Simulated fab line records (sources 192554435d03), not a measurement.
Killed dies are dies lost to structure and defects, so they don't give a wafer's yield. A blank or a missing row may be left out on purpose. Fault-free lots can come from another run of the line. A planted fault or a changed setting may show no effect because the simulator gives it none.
Matching of chambers + flow n5Finfet + 4 sister chambers for N5_BEOL_M10_ETCH_65 on rieDiel-01
The step etches SiARC in CF4, target depth 39 nm, time 65 s. 18 wafers are shown with their chamber, then 9 later ones without.

== WAFERS PAIRED WITH THEIR CHAMBERS ==
| wafer  | chamber | drypumpMotorCurrentA (A) | showerheadPlenumPTorr (Torr) | throttleValvePct (%) |
|--------|---------|--------------------------|------------------------------|----------------------|
| L074.1 | 0       | 5.1                      | 2.07                         | 15.60                |
| L074.2 | 1       | 5.9                      | 2.10                         | 15.45                |
| L074.3 | 2       | 6.1                      | 2.21                         | 15.78                |
| L078.1 | 3       | 5.2                      | 2.20                         | 16.13                |
| L078.5 | 1       | 5.9                      | 2.10                         | 15.47                |
| L078.6 | 2       | 6.1                      | 2.21                         | 15.80                |
| L080.2 | 1       | 5.9                      | 2.09                         | 15.50                |
| L080.3 | 3       | 5.2                      | 2.20                         | 16.13                |
| L080.6 | 3       | 5.2                      | 2.20                         | 16.13                |
| L086.1 | 3       | 5.2                      | 2.20                         | 16.15                |
| L086.3 | 0       | 5.1                      | 2.06                         | 15.66                |
| L086.4 | 1       | 5.9                      | 2.09                         | 15.50                |
| L087.2 | 0       | 5.1                      | 2.06                         | 15.68                |
| L087.3 | 3       | 5.2                      | 2.19                         | 16.15                |
| L087.5 | 1       | 5.9                      | 2.09                         | 15.50                |
| L088.2 | 1       | 5.9                      | 2.09                         | 15.51                |
| L088.3 | 3       | 5.2                      | 2.19                         | 16.17                |
| L088.5 | 0       | 5.2                      | 2.06                         | 15.68                |

SIGNATURES (averages over the wafers above)
| reading               | chamber 0 | chamber 1 | chamber 2 | chamber 3 | scatter within a chamber |
|-----------------------|-----------|-----------|-----------|-----------|--------------------------|
| drypumpMotorCurrentA  | 5.125     | 5.900     | 6.100     | 5.200     | 0.0231                   |
| showerheadPlenumPTorr | 2.0625    | 2.0933    | 2.2100    | 2.1967    | 0.00494                  |
| throttleValvePct      | 15.6550   | 15.4883   | 15.7900   | 16.1433   | 0.0247                   |
Rule: a wafer's distance from a chamber is the root of the sum, over the readings, of the square of ((its reading less the chamber's mean) divided by the reading's scatter). If the next closest chamber is less than 2 further off than the closest, the wafer can't be placed; otherwise it belongs to the closest. The scatter: the root of (the sum of the squares of (reading less its chamber's mean) over the shown wafers, divided by (wafers less chambers)).

== WAFERS MISSING THEIR CHAMBER ==
| wafer  | drypumpMotorCurrentA (A) | showerheadPlenumPTorr (Torr) | throttleValvePct (%) |
|--------|--------------------------|------------------------------|----------------------|
| L092.1 | 5.2                      | 2.19                         | 15.62                |
| L092.2 | 6.1                      | 2.20                         | 15.86                |
| L092.4 | 5.1                      | 2.06                         | 15.70                |
| L091.1 | 5.9                      | 2.08                         | 15.52                |
| L091.3 | 5.1                      | 2.06                         | 15.70                |
| L091.6 | 5.2                      | 2.19                         | 15.62                |
| L095.1 | 5.9                      | 2.08                         | 15.54                |
| L095.2 | 5.1                      | 2.06                         | 15.71                |
| L095.4 | 5.3                      | 2.19                         | 15.64                |

== EACH ONE'S CHAMBER ==
| wafer  | from the rows above | in truth |
|--------|---------------------|----------|
| L092.1 | 3                   | 3        |
| L092.2 | 2                   | 2        |
| L092.4 | 0                   | 0        |
| L091.1 | 1                   | 1        |
| L091.3 | 0                   | 0        |
| L091.6 | 3                   | 3        |
| L095.1 | 1                   | 1        |
| L095.2 | 0                   | 0        |
| L095.4 | 3                   | 3        |
Correctly placed: 9 of 9. Can't be placed from these rows: 0. Placed wrongly: 0.
